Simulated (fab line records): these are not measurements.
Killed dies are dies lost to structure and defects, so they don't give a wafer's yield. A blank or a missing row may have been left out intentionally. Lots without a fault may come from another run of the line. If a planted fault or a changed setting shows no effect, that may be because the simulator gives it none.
fab line records	flow n5_finfet
[record] lots = 6	wafers = 18	last_day = 17
route steps=1938 shown BEOL_M4@1052 PASSIVATION@1936
lots that met no fault: from a run of the same line without faults
start_h: hours from the record's opening day to when the first of the lot's shown wafers began	wait_h: hours since the lot's step before	" as in the row above	L1.1+2: a single row standing in for several wafers	- value missing, or start not given	* or withheld: withheld	< > ~ a bound
route shown NAME@n: a module of which the file shows steps, and the number in the route of the first	usual: the fault-free wafers' mean and standard deviation	same: alike in all rows	chamber/n: place in a boat	sites: readings site by site	_std_site: their standard deviation	_edge_site: the outer-site mean with the inner-site mean subtracted	radius_mm: for every site, how far away it sits from the centre of the wafer	mask NAME#n: copy n	behind: tool/chamber where the wafer was last shaped	hold: cause of the lot's hold/its duration in hours/its outcome	device: names the non-switching transistor (n, p or np)	end of line: tests of these same wafers at the route's end	for a step that has no rows: nothing shown but its recipe	killed: dies that structure and defects cost at the first sort, which is not the same as the wafer's yield	map: shows each die of a wafer: x if killed, . if not, _ if none is there
set.NAME: the run value of the setting; set.NAME@STEP: its run value at that earlier step	model.NAME: the simulator's own value behind a step, which no gauge read
certain route steps with their lots: each step a table, each wafer a row
services: a tool's chamber out of use, with start hour (start_h, from the record's first day; less than 0 if before it), hours out, and reason
[[steps]]
[step N5_BEOL_M4_SOFTBAKE_23]
[recipe] temp_c = 110	time_s = 60	resist = CAR-EUV
[step N5_BEOL_M4_EXPOSE_25]
[recipe] mask_id = V3	na = 0.33	source_shape = quasar	sigma_inner = 0.2	sigma_outer = 0.8	polarization = unpolarized	defocus_nm = 5	dose_mj = 63
[step N5_BEOL_M4_PEB_26]
[recipe] peb_temp_c = 100	peb_time_s = 60	resist = CAR-EUV
[step N5_BEOL_M4_DEVELOP_27]
[recipe] develop_time_s = 30	developer = TMAH	resist = CAR-EUV	rinse_liquid = surfactant_rinse	dry = air_spin	dev_temp_c = 23
[step N5_BEOL_M4_CD_MEAS_28]
[recipe] target_cd_nm = 26.2	landing_energy_ev = 500	detector = se_inlens	target_cd_y_nm = 24.1	polarity = opening
[usual] cd_nm = 26.19/0.25
lot.wafer	tool	chamber	start_h	wait_h	cd_nm
L456.2	cd_sem-01	0	173.61	-	26.79
L456.3	"	0	"	"	26.67
L456.4	"	0	"	"	26.11
L458.4	cd_sem-03	0	185.35	-	25.81
L458.5	"	0	"	"	26.31
L458.6	"	0	"	"	26.45
L464.1	cd_sem-03	0	228.76	-	26.35
L464.2	"	0	"	"	26.12
L464.6	"	0	"	"	26.15
L472.3	cd_sem-03	0	274.59	-	26.18
L472.5	"	0	"	"	26.08
L472.6	"	0	"	"	25.82
L473.1	cd_sem-02	0	277.41	-	26.08
L473.3	"	0	"	"	26.16
L473.5	"	0	"	"	26.49
L476.1	cd_sem-03	0	297.76	-	25.92
L476.2	"	0	"	"	26.53
L476.6	"	0	"	"	26.03
[step N5_BEOL_M4_OVL_MEAS_29]
[recipe] points_per_wafer = 522
[usual] V3_OVL = -0.2/0.68
lot.wafer	tool	chamber	start_h	wait_h	V3_OVL[nm]
L456.2	overlay-02	0	173.64	0.0	-0.6
L456.3	"	0	"	"	-1.1
L456.4	"	0	"	"	-0.6
L458.4	overlay-02	0	185.40	0.0	0.6
L458.5	"	0	"	"	0.8
L458.6	"	0	"	"	0.0
L464.1	overlay-01	0	228.79	0.0	-0.9
L464.2	"	0	"	"	-0.5
L464.6	"	0	"	"	-0.5
L472.3	overlay-01	0	274.63	0.0	0.3
L472.5	"	0	"	"	0.6
L472.6	"	0	"	"	0.2
L473.1	overlay-02	0	277.44	0.0	-0.5
L473.3	"	0	"	"	-0.9
L473.5	"	0	"	"	-0.4
L476.1	overlay-01	0	297.79	0.0	-0.7
L476.2	"	0	"	"	-0.4
L476.6	"	0	"	"	0.3
[step N5_BEOL_M4_INSPECT_30]
[recipe] mode = adi	inspect_instrument = brightfield
[usual] raw_defect_count = 362/76
lot.wafer	tool	chamber	start_h	wait_h	raw_defect_count
L456.2	defect_inspect-01	-	173.70	0.0	342
L456.3	"	-	"	"	247
L456.4	"	-	"	"	321
L458.4	defect_inspect-02	-	185.44	0.0	483
L458.5	"	-	"	"	344
L458.6	"	-	"	"	356
L464.1	defect_inspect-01	-	228.85	0.1	319
L464.2	"	-	"	"	272
L464.6	"	-	"	"	321
L472.3	defect_inspect-01	-	274.68	0.0	376
L472.5	"	-	"	"	363
L472.6	"	-	"	"	338
L473.1	defect_inspect-02	-	277.51	0.1	396
L473.3	"	-	"	"	394
L473.5	"	-	"	"	483
L476.1	defect_inspect-01	-	297.85	0.1	315
L476.2	"	-	"	"	360
L476.6	"	-	"	"	254
[step N5_BEOL_M4_DESCUM_33]
[recipe] chemistry = O2	time_s = 7	source_power_w = 50	bias_power_w = 20	pressure_mtorr = 20	rf_frequency_hz = 2.712e+07	temp_c = 40	resist = CAR-EUV	o2_flow_sccm = 225
[usual] drypump_motor_current_A = 5.7/0.52	oes_product_au = 0.80/0.1	rf_vpp_V = 243.1/1.4	showerhead_plenum_p_Torr = 2.10/0.071	throttle_valve_pct = 20.40/0.18
lot.wafer	tool	chamber	start_h	wait_h	drypump_motor_current_A	oes_product_au	rf_hours_counter_h	rf_vpp_V	showerhead_plenum_p_Torr	throttle_valve_pct
L456.2	rie_diel-04	0	173.73	0.0	5.6	0.70	239	242.0	2.07	20.88
L456.3	"	3	"	"	5.6	0.73	186	240.9	1.99	20.19
L456.4	"	2	"	"	6.5	0.96	7	244.6	2.23	20.31
L458.4	rie_diel-01	1	185.48	0.0	4.9	0.91	26	243.1	2.04	20.06
L458.5	"	1	"	"	4.9	0.90	-	241.3	2.04	20.04
L458.6	"	2	"	"	5.5	0.71	-	242.9	2.08	20.28
L464.1	rie_diel-04	1	229.17	0.3	5.6	0.69	229	241.9	2.06	20.42
L464.2	"	0	"	"	5.6	0.97	3	241.7	2.06	20.54
L464.6	"	0	"	"	5.6	0.97	-	241.7	2.06	20.53
L472.3	rie_diel-01	0	274.84	0.2	5.3	0.89	43	244.3	2.14	20.68
L472.5	"	2	"	"	5.5	0.69	-	242.8	2.07	20.32
L472.6	"	3	"	"	5.8	0.84	-	243.6	2.13	20.42
L473.1	rie_diel-01	2	277.54	0.0	5.5	0.69	212	240.9	2.07	20.32
L473.3	"	0	"	"	5.3	0.88	44	243.5	2.14	20.70
L473.5	"	3	"	"	5.8	0.84	-	243.0	2.13	20.41
L476.1	rie_diel-01	2	297.88	0.0	5.5	0.69	219	242.5	2.07	20.32
L476.2	"	1	"	"	4.9	0.84	66	242.5	2.03	20.13
L476.6	"	0	"	"	5.4	0.87	-	243.5	2.13	20.70
[step N5_BEOL_M4_ETCH_77]
[recipe] chemistry = N2/H2	target = underlayer	target_depth_a = 65	mask_material = CAR-EUV	time_s = 5.2	ion_energy_ev = 200	pressure_mtorr = 30	source_w = 840	bias_w = 150	n2_flow_sccm = 200	h2_flow_sccm = 200	ends = cleared
[usual] bias_w = 150.0/0.48	drypump_motor_current_A = 5.7/0.52	etch_rf_on_time_s = 5.20/0.071	oes_product_au = 0.68/0.084	rf_vpp_V = 524.0/2.6	showerhead_plenum_p_Torr = 2.55/0.087	throttle_valve_pct = 17.85/0.16
lot.wafer	tool	chamber	start_h	wait_h	bias_w	drypump_motor_current_A	etch_rf_on_time_s	oes_product_au	rf_hours_counter_h	rf_vpp_V	showerhead_plenum_p_Torr	throttle_valve_pct
L456.2	rie_diel-04	0	173.76	0.0	150.3	5.6	5.23	0.60	239	521.8	2.51	18.31
L456.3	"	3	"	"	150.1	5.6	5.04	0.65	186	521.2	2.42	17.69
L456.4	"	2	"	"	150.3	6.5	5.16	0.82	7	530.2	2.72	17.85
L458.4	rie_diel-01	1	185.51	0.0	149.8	4.9	5.21	0.77	26	523.0	2.49	17.55
L458.5	"	1	"	"	150.2	4.9	5.22	0.79	-	522.0	2.49	17.57
L458.6	"	2	"	"	149.7	5.5	5.26	0.61	-	523.7	2.53	17.77
L464.1	rie_diel-04	1	229.20	0.0	148.7	5.6	5.36	0.58	229	521.9	2.51	18.00
L464.2	"	0	"	"	150.3	5.6	5.15	0.81	3	521.6	2.51	17.90
L464.6	"	0	"	"	150.0	5.6	5.12	0.82	-	519.6	2.51	17.90
L472.3	rie_diel-01	0	274.88	0.0	150.9	5.4	5.02	0.75	43	524.9	2.60	18.07
L472.5	"	2	"	"	150.2	5.5	5.17	0.60	-	521.7	2.52	17.82
L472.6	"	3	"	"	150.0	5.8	5.20	0.74	-	528.4	2.59	17.77
L473.1	rie_diel-01	2	277.58	0.0	149.3	5.5	5.21	0.60	212	522.1	2.52	17.81
L473.3	"	0	"	"	149.7	5.3	5.08	0.74	44	524.0	2.60	18.10
L473.5	"	3	"	"	150.4	5.8	5.19	0.72	-	526.4	2.59	17.76
L476.1	rie_diel-01	2	297.92	0.0	150.0	5.5	5.26	0.58	219	524.0	2.51	17.81
L476.2	"	1	"	"	150.7	4.8	5.29	0.72	66	522.5	2.47	17.64
L476.6	"	0	"	"	150.6	5.4	5.18	0.73	-	525.3	2.60	18.11
[step N5_BEOL_M4_ETCH_69]
[recipe] chemistry = CF4	target = SiARC	target_depth_a = 156	mask_material = CAR-EUV	time_s = 26	ion_energy_ev = 80	pressure_mtorr = 40	source_w = 545	bias_w = 36	Ar_flow_sccm = 100	cf4_flow_sccm = 100	ends = cleared
[usual] bias_w = 36.01/0.1	drypump_motor_current_A = 5.7/0.52	etch_rf_on_time_s = 25.9/0.36	oes_product_au = 0.68/0.086	rf_vpp_V = 184.2/1.2	showerhead_plenum_p_Torr = 2.15/0.067	throttle_valve_pct = 15.58/0.16
lot.wafer	tool	chamber	start_h	wait_h	bias_w	drypump_motor_current_A	etch_rf_on_time_s	oes_product_au	rf_hours_counter_h	rf_vpp_V	showerhead_plenum_p_Torr	throttle_valve_pct
L456.2	rie_diel-04	0	173.78	0.0	35.96	5.6	26.1	0.59	239	182.6	2.12	16.05
L456.3	"	3	"	"	36.05	5.7	25.5	0.64	186	182.3	2.05	15.43
L456.4	"	2	"	"	35.92	6.5	25.7	0.83	7	186.8	2.28	15.47
L458.4	rie_diel-01	1	185.53	0.0	36.09	4.9	25.8	0.77	26	183.2	2.10	15.29
L458.5	"	1	"	"	35.95	4.8	25.9	0.77	-	183.2	2.10	15.27
L458.6	"	2	"	"	35.89	5.5	26.2	0.61	-	183.3	2.14	15.53
L464.1	rie_diel-04	1	229.22	0.0	36.07	5.6	26.3	0.58	229	184.0	2.11	15.63
L464.2	"	0	"	"	36.06	5.6	25.4	0.82	3	184.5	2.11	15.58
L464.6	"	0	"	"	35.94	5.6	25.3	0.83	-	184.5	2.11	15.58
L472.3	rie_diel-01	0	274.89	0.0	36.10	5.4	25.3	0.75	43	184.0	2.18	15.74
L472.5	"	2	"	"	36.01	5.5	26.5	0.59	-	184.6	2.12	15.59
L472.6	"	3	"	"	36.21	5.8	26.2	0.72	-	184.3	2.16	15.49
L473.1	rie_diel-01	2	277.59	0.0	35.87	5.5	26.1	0.60	212	184.8	2.12	15.59
L473.3	"	0	"	"	36.06	5.3	25.1	0.75	44	184.5	2.18	15.77
L473.5	"	3	"	"	36.14	5.8	25.7	0.73	-	184.0	2.16	15.51
L476.1	rie_diel-01	2	297.94	0.0	36.02	5.5	26.0	0.59	219	184.7	2.12	15.60
L476.2	"	1	"	"	36.12	4.8	26.2	0.71	66	184.1	2.09	15.36
L476.6	"	0	"	"	36.11	5.4	25.6	0.74	-	183.8	2.18	15.76
[step N5_BEOL_M4_ALD_98]
[recipe] material = SiO2	target_thk_a = 25	temp_c = 100	ald_precursor_family = BDEAS	ald_co_reactant = O2-plasma	pulse_time_s = 1	co_reactant_pulse_time_s = 1	purge_time_s = 2	co_reactant_purge_time_s = 2	ald_cycles = 17	pressure_torr = 2
[usual] heater_power_outer_w = 41/5.4	heater_power_w = 78/7.6	precursor_pulse_height_rel = 0.997/0.018	susceptor_temp_C = 100.01/0.12
[same] pulse_time_s = 1
lot.wafer	tool	chamber	start_h	wait_h	heater_power_outer_w	heater_power_w	precursor_pulse_height_rel	susceptor_temp_C
L456.2	ald_sin-03	1	174.32	0.5	45	86	1.005	100.15
L456.3	"	0	"	"	34	69	0.965	99.90
L456.4	"	2	"	"	39	77	1.003	99.96
L458.4	ald_sin-02	3	185.61	0.1	44	86	0.966	99.72
L458.5	"	2	"	"	38	73	1.014	99.96
L458.6	"	1	"	"	40	77	1.024	100.12
L464.1	ald_sin-03	1	229.30	0.1	40	76	0.973	100.12
L464.2	"	2	"	"	39	73	0.995	99.96
L464.6	"	1	"	"	40	77	0.980	100.10
L472.3	ald_sin-04	0	274.98	0.1	44	78	1.020	100.02
L472.5	"	3	"	"	39	72	1.000	100.23
L472.6	"	2	"	"	42	85	0.995	100.14
L473.1	ald_sin-04	1	278.24	0.6	36	76	0.999	100.05
L473.3	"	3	"	"	40	71	1.000	100.10
L473.5	"	1	"	"	35	80	1.007	100.11
L476.1	ald_sin-02	1	298.34	0.4	38	74	0.982	99.92
L476.2	"	0	"	"	56	94	1.007	100.07
L476.6	"	2	"	"	39	76	0.993	100.12
[step N5_BEOL_M4_ETCHBACK_99]
[recipe] chemistry = CHF3	target = SiO2	target_depth_a = 50	time_s = 10.4	source_w = 215	bias_w = 47	Ar_flow_sccm = 200	CHF3_flow_sccm = 12	ion_energy_ev = 100	pressure_mtorr = 30
[usual] CHF3_flow_sccm = 12.00/0.034	bias_w = 46.99/0.14	drypump_motor_current_A = 5.7/0.53	oes_f_703_au = 0.80/0.091	oes_product_au = 0.80/0.098	rf_vpp_V = 239.0/1.9	showerhead_plenum_p_Torr = 2.16/0.065	throttle_valve_pct = 17.05/0.16
lot.wafer	tool	chamber	start_h	wait_h	CHF3_flow_sccm	bias_w	drypump_motor_current_A	oes_f_703_au	oes_product_au	rf_hours_counter_h	rf_vpp_V	showerhead_plenum_p_Torr	throttle_valve_pct
L456.2	rie_diel-01	2	182.05	7.7	12.06	47.13	5.5	0.72	0.71	178	240.5	2.15	17.01
L456.3	"	0	"	"	12.01	46.86	5.3	0.94	0.95	11	240.1	2.21	17.18
L456.4	"	3	"	"	11.97	47.14	5.7	0.89	0.91	33	237.5	2.19	16.89
L458.4	rie_diel-01	1	186.20	0.5	12.01	46.90	4.9	0.89	0.91	26	234.7	2.11	16.74
L458.5	"	0	"	"	11.98	47.08	5.3	0.93	0.94	-	238.6	2.20	17.19
L458.6	"	3	"	"	11.96	46.88	5.8	0.89	0.90	-	237.8	2.19	16.89
L464.1	rie_diel-06	0	232.11	2.8	12.03	46.97	5.5	0.74	0.74	159	241.2	2.23	17.21
L464.2	"	1	"	"	12.01	47.22	5.3	0.69	0.68	249	237.9	2.12	17.20
L464.6	"	2	"	"	12.01	46.91	5.4	0.90	0.90	-	238.3	2.12	16.95
L472.3	rie_diel-01	2	275.72	0.7	12.01	46.94	5.5	0.70	0.70	211	239.8	2.14	17.05
L472.5	"	3	"	"	12.02	46.81	5.8	0.85	0.85	-	236.2	2.17	16.97
L472.6	"	2	"	"	11.95	47.24	5.5	0.70	0.70	-	239.9	2.14	17.07
L473.1	rie_diel-01	3	279.17	0.9	12.03	47.03	5.8	0.84	0.85	67	236.7	2.17	16.96
L473.3	"	0	"	"	12.00	46.84	5.4	0.88	0.88	45	240.7	2.19	17.26
L473.5	"	1	"	"	12.05	46.88	4.8	0.85	0.85	-	237.3	2.10	16.82
L476.1	rie_diel-06	3	301.98	3.6	12.05	46.74	6.8	0.71	0.71	218	239.2	2.21	17.24
L476.2	"	0	"	"	12.05	47.02	5.5	0.72	0.71	190	241.4	2.22	17.27
L476.6	"	2	"	"	12.04	46.78	5.4	0.86	0.85	-	236.9	2.11	17.00
[step N5_BEOL_M4_ETCH_70]
[recipe] chemistry = N2/H2	target = SOC	target_depth_a = 800	overetch_a = 240	mask_material = SiARC	temp_c = 40	time_s = 130	ion_energy_ev = 200	pressure_mtorr = 30	source_w = 840	bias_w = 150	n2_flow_sccm = 200	h2_flow_sccm = 200
[usual] bias_w = 150.0/0.41	drypump_motor_current_A = 5.7/0.53	oes_product_au = 0.59/0.068	rf_vpp_V = 524.3/2.4	showerhead_plenum_p_Torr = 2.56/0.081	temp_c = 40.01/0.11	throttle_valve_pct = 17.80/0.16
lot.wafer	tool	chamber	start_h	wait_h	bias_w	drypump_motor_current_A	oes_product_au	rf_hours_counter_h	rf_vpp_V	showerhead_plenum_p_Torr	temp_c	throttle_valve_pct
L456.2	rie_diel-01	2	182.08	0.0	150.5	5.5	0.54	178	524.8	2.53	39.98	17.70
L456.3	"	0	"	"	149.2	5.3	0.69	11	525.3	2.61	39.82	17.97
L456.4	"	3	"	"	150.1	5.8	0.67	33	526.4	2.60	40.17	17.66
L458.4	rie_diel-01	1	186.24	0.0	150.0	4.9	0.66	26	523.3	2.49	40.16	17.50
L458.5	"	0	"	"	149.8	5.4	0.69	-	525.5	2.61	39.97	17.96
L458.6	"	3	"	"	150.4	5.8	0.66	-	526.8	2.60	39.86	17.68
L464.1	rie_diel-06	0	232.14	0.0	149.9	5.5	0.55	159	527.4	2.65	40.08	17.98
L464.2	"	1	"	"	149.4	5.3	0.50	249	524.8	2.50	40.08	17.92
L464.6	"	2	"	"	149.6	5.4	0.67	-	523.6	2.49	40.02	17.60
L472.3	rie_diel-01	2	275.75	0.0	149.4	5.5	0.51	211	523.5	2.52	39.90	17.76
L472.5	"	3	"	"	149.6	5.8	0.63	-	525.9	2.59	41.45	17.73
L472.6	"	2	"	"	149.4	5.5	0.52	-	524.2	2.52	40.07	17.75
L473.1	rie_diel-01	3	279.20	0.0	149.9	5.8	0.63	67	524.2	2.59	41.52	17.73
L473.3	"	0	"	"	149.4	5.4	0.65	45	524.6	2.60	39.89	18.03
L473.5	"	1	"	"	149.5	4.9	0.63	-	521.3	2.48	39.93	17.56
L476.1	rie_diel-06	3	302.02	0.0	149.7	6.8	0.52	218	526.7	2.62	40.17	17.88
L476.2	"	0	"	"	150.4	5.5	0.53	190	526.1	2.63	40.17	18.02
L476.6	"	2	"	"	149.7	5.4	0.64	-	520.8	2.48	39.98	17.65
[step N5_BEOL_M4_STRIP_71]
[recipe] chemistry = N2/H2	temp_c = 40	n2_flow_sccm = 200	h2_flow_sccm = 200	rf_frequency_hz = 6e+07
[step N5_BEOL_M4_RC_MEAS_101]
[usual] DIBL_N = 36.4/1.5	DIBL_P = 36.6/1.9	IOFF_N = 0.155/0.021	IOFF_P = 0.211/0.028	ION_N = 671/8.6	ION_P = 462/5.8	SS_N = 71.5/0.5	SS_P = 73.4/0.58	VT_N = 250.1/2.4	VT_P = -250.1/3
lot.wafer	tool	chamber	start_h	wait_h	DIBL_N[mV/V]	DIBL_P[mV/V]	IOFF_N[nA/um]	IOFF_P[nA/um]	ION_N[uA/um]	ION_P[uA/um]	SS_N[mV/dec]	SS_P[mV/dec]	VT_N[mV]	VT_P[mV]
L456.2	prober-01	0	186.62	0.2	36.9	38.2	0.157	0.202	670	455	71.2	72.7	252.9	-250.5
L456.3	"	0	"	"	37.0	38.2	0.161	0.208	674	460	71.4	72.5	252.0	-248.0
L456.4	"	0	"	"	38.1	38.9	0.173	0.218	676	456	73.1	74.1	252.0	-251.1
L458.4	prober-01	0	191.08	0.5	34.7	35.2	0.135	0.227	659	461	71.0	73.1	252.8	-248.1
L458.5	"	0	"	"	33.6	33.5	0.119	0.195	660	462	71.0	72.6	255.6	-248.2
L458.6	"	0	"	"	33.8	33.9	0.128	0.205	658	452	70.2	72.9	253.1	-251.0
L464.1	prober-02	0	236.97	0.0	35.7	34.6	0.131	0.167	664	459	71.4	73.1	253.5	-252.8
L464.2	"	0	"	"	38.2	37.7	0.178	0.220	679	461	72.4	74.3	251.5	-250.0
L464.6	"	0	"	"	37.7	38.0	0.165	0.213	689	466	72.0	73.8	251.8	-250.6
L472.3	prober-01	0	280.74	0.3	35.4	35.2	0.144	0.181	667	459	71.4	72.3	249.7	-251.8
L472.5	"	0	"	"	37.1	37.6	0.171	0.207	675	462	71.4	73.2	248.3	-250.1
L472.6	"	0	"	"	36.6	36.8	0.162	0.199	672	460	71.6	73.7	248.5	-251.7
L473.1	prober-01	0	283.95	0.0	37.1	38.6	0.172	0.229	689	473	72.1	74.1	248.8	-249.7
L473.3	"	0	"	"	35.8	36.7	0.145	0.197	674	465	71.0	73.8	250.3	-251.3
L473.5	"	0	"	"	36.2	36.7	0.147	0.193	671	456	71.8	73.7	249.4	-248.3
L476.1	prober-02	0	308.25	0.0	34.5	34.4	0.117	0.138	674	460	70.9	72.5	252.8	-259.8
L476.2	"	0	"	"	36.2	35.8	0.140	0.153	675	455	71.0	73.1	251.5	-257.3
L476.6	"	0	"	"	37.7	38.3	0.170	0.188	680	454	70.7	74.0	247.1	-252.9
[step N5_PASSIVATION_PROBE_49]
[usual] defect_limited_yield = 91.5/1.4	killed_at_M0_to_M3 = 33/10	killed_at_M4_up = 13/5	killed_at_contacts = 13/5.6	killed_at_front_end = 38/12	killed_at_other = 3.9/2.7	killed_dies = 100/16	killed_open = 66/13	killed_short = 32/7.2	sort_bin_5_function = 5.0/0.97	sort_bin_6_memory = 3.2/0.61	sort_n_pass = 1080/16	sort_yield_pct = 91.5/1.4
[same] gross_dies = 1180	killed_at_back_side = 0	sort_bin_4_leakage[%] = 0	sort_bin_8_speed[%] = 0
lot.wafer	tool	chamber	start_h	wait_h	defect_limited_yield[%]	killed_at_M0_to_M3	killed_at_M4_up	killed_at_contacts	killed_at_front_end	killed_at_other	killed_dies	killed_open	killed_short	sort_bin_5_function[%]	sort_bin_6_memory[%]	sort_n_pass	sort_yield_pct[%]
L458.4	prober-01	-	296.49	0.2	91.3	31	7	26	36	3	103	76	25	5.8	2.7	1077	91.3
L458.5	prober-01	-	296.54	0.2	91.2	37	14	17	34	2	104	63	38	5.3	3.3	1076	91.2
L458.6	prober-01	-	296.59	0.3	91.5	47	11	16	23	3	100	57	41	5.8	2.3	1080	91.5
L473.1	prober-01	-	387.27	0.0	91.1	31	13	12	48	1	105	77	27	5.3	3.3	1075	91.1
L473.3	prober-01	-	387.37	0.1	91.7	40	17	14	27	0	98	64	33	4.2	4.0	1082	91.7
L473.5	prober-01	-	387.47	0.2	90.8	42	19	5	42	0	108	73	34	5.5	3.4	1072	90.8
L472.3	prober-02	-	392.48	0.1	89.8	42	19	10	46	3	120	78	39	6.0	3.8	1060	89.8
L472.5	prober-02	-	392.58	0.2	91.3	32	16	16	34	5	103	68	35	5.3	3.2	1077	91.3
L472.6	prober-02	-	392.63	0.3	91.7	38	5	17	34	4	98	65	32	5.2	3.0	1082	91.7
// killed by level:class
L458.4 MOL_CONTACT_COAG:geometric_particle:open=19 STI_FIN_REVEAL:geometric_particle:open=13 BEOL_M2:geometric_particle:open=9 MOL_CONTACT_COAG:geometric_particle:short=7 BEOL_M0_SAQP:geometric_particle:short=6 FIN_SAQP:geometric_particle:open=5 BEOL_M0_SAQP:geometric_particle:open=5 DUMMY_GATE:geometric_particle:open=3
L458.5 MOL_CONTACT_COAG:geometric_particle:open=12 STI_FIN_REVEAL:geometric_particle:open=11 BEOL_M0_SAQP:geometric_particle:short=11 BEOL_M0_SAQP:geometric_particle:open=9 BEOL_M2:geometric_particle:open=6 FIN_SAQP:geometric_particle:short=5 MOL_CONTACT_COAG:geometric_particle:short=5 DUMMY_GATE:geometric_particle:open=4
L458.6 BEOL_M0_SAQP:geometric_particle:short=16 MOL_CONTACT_COAG:geometric_particle:open=12 BEOL_M0_SAQP:geometric_particle:open=11 BEOL_M2:geometric_particle:open=10 FIN_SAQP:geometric_particle:open=4 MOL_CONTACT_COAG:geometric_particle:short=4 BEOL_M0:geometric_particle:open=4 STI_FIN_REVEAL:geometric_particle:open=3
L473.1 STI_FIN_REVEAL:geometric_particle:open=19 BEOL_M2:geometric_particle:open=10 MOL_CONTACT_COAG:geometric_particle:open=10 FIN_SAQP:geometric_particle:open=9 BEOL_M3:geometric_particle:open=6 STARTING-WAFER:geometric_particle:open=5 BEOL_M0_SAQP:geometric_particle:short=4 STI_FIN_REVEAL:geometric_particle:short=4
L473.3 BEOL_M4:geometric_particle:open=15 MOL_CONTACT_COAG:geometric_particle:open=11 BEOL_M2:geometric_particle:open=9 BEOL_M0_SAQP:geometric_particle:open=9 FIN_SAQP:geometric_particle:short=7 GATE_CUT:geometric_particle:short=6 BEOL_M0_SAQP:geometric_particle:short=6 FIN_SAQP:geometric_particle:open=5
L473.5 BEOL_M0_SAQP:geometric_particle:open=11 STI_FIN_REVEAL:geometric_particle:open=10 BEOL_M0_SAQP:geometric_particle:short=10 BEOL_M4:geometric_particle:open=10 FIN_SAQP:geometric_particle:open=6 BEOL_M2:geometric_particle:open=6 BEOL_M4:geometric_particle:short=6 STARTING-WAFER:geometric_particle:open=6
L472.3 BEOL_M1:geometric_particle:open=11 STI_FIN_REVEAL:geometric_particle:open=10 BEOL_M0_SAQP:geometric_particle:open=10 FIN_SAQP:geometric_particle:short=9 MOL_CONTACT_COAG:geometric_particle:open=9 BEOL_M4:geometric_particle:open=8 BEOL_M0_SAQP:geometric_particle:short=7 FIN_SAQP:geometric_particle:open=5
L472.5 BEOL_M4:geometric_particle:open=11 MOL_CONTACT_COAG:geometric_particle:open=10 FIN_SAQP:geometric_particle:open=9 STI_FIN_REVEAL:geometric_particle:open=9 BEOL_M0_SAQP:geometric_particle:open=7 BEOL_M1:geometric_particle:open=7 MOL_CONTACT_COAG:geometric_particle:short=6 BEOL_M0_SAQP:geometric_particle:short=5
L472.6 MOL_CONTACT_COAG:geometric_particle:open=12 BEOL_M0_SAQP:geometric_particle:open=12 BEOL_M1:geometric_particle:open=11 FIN_SAQP:geometric_particle:open=10 FIN_SAQP:geometric_particle:short=10 STI_FIN_REVEAL:geometric_particle:open=5 MOL_CONTACT_COAG:geometric_particle:short=5 BEOL_M0_SAQP:geometric_particle:short=5
[[services]]
tool	chamber	start_h	hours	kind
rie_diel-06	2	150.22	-	clean
rie_diel-06	2	150.22	-	consumable_replace:focus_ring
rie_diel-06	2	150.22	14.8	scheduled_down
ald_sin-04	2	163.53	5.6	repair
ald_sin-03	-	176.83	14.0	pm
rie_diel-04	0	204.28	-	clean
rie_diel-04	0	204.28	-	consumable_replace:focus_ring
rie_diel-04	0	204.28	17.3	scheduled_down
rie_diel-04	0	204.28	17.3	vent_cycle
rie_diel-04	1	217.32	5.2	repair
ald_sin-02	-	231.81	0.7	repair
ald_sin-02	2	241.20	7.5	repair
rie_diel-06	1	242.35	55.8	repair
ald_sin-03	1	250.99	26.5	repair
rie_diel-04	0	265.68	8.2	repair
ald_sin-02	-	268.99	14.0	pm
rie_diel-06	2	272.24	7.4	repair
ald_sin-04	-	279.79	0.4	repair
rie_diel-04	1	282.28	-	clean
rie_diel-04	1	282.28	-	consumable_replace:focus_ring
rie_diel-04	1	282.28	15.7	scheduled_down
rie_diel-04	1	282.28	15.7	vent_cycle
ald_sin-03	-	292.01	0.4	repair
ald_sin-04	-	295.99	6.5	repair
[[key]]
[first_sign] step = N5_BEOL_M4_ETCH_70	reading = temp_c	direction = up	sigmas = 13	usual = *	struck = *
effect none on later readings
met_at N5_BEOL_M4_ETCH_70
struck_wafers L472.5,L473.1
onset_between 186.24 275.75
[fault] kind = process_parameter_drift	tool = rie_diel-01	chamber = 3	onset_h = 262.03	steps = N5_BEOL_M4_ETCH_70	channel = temp_c	offset = *	shape = step	end_h = 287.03	acts_in = *	stated = *
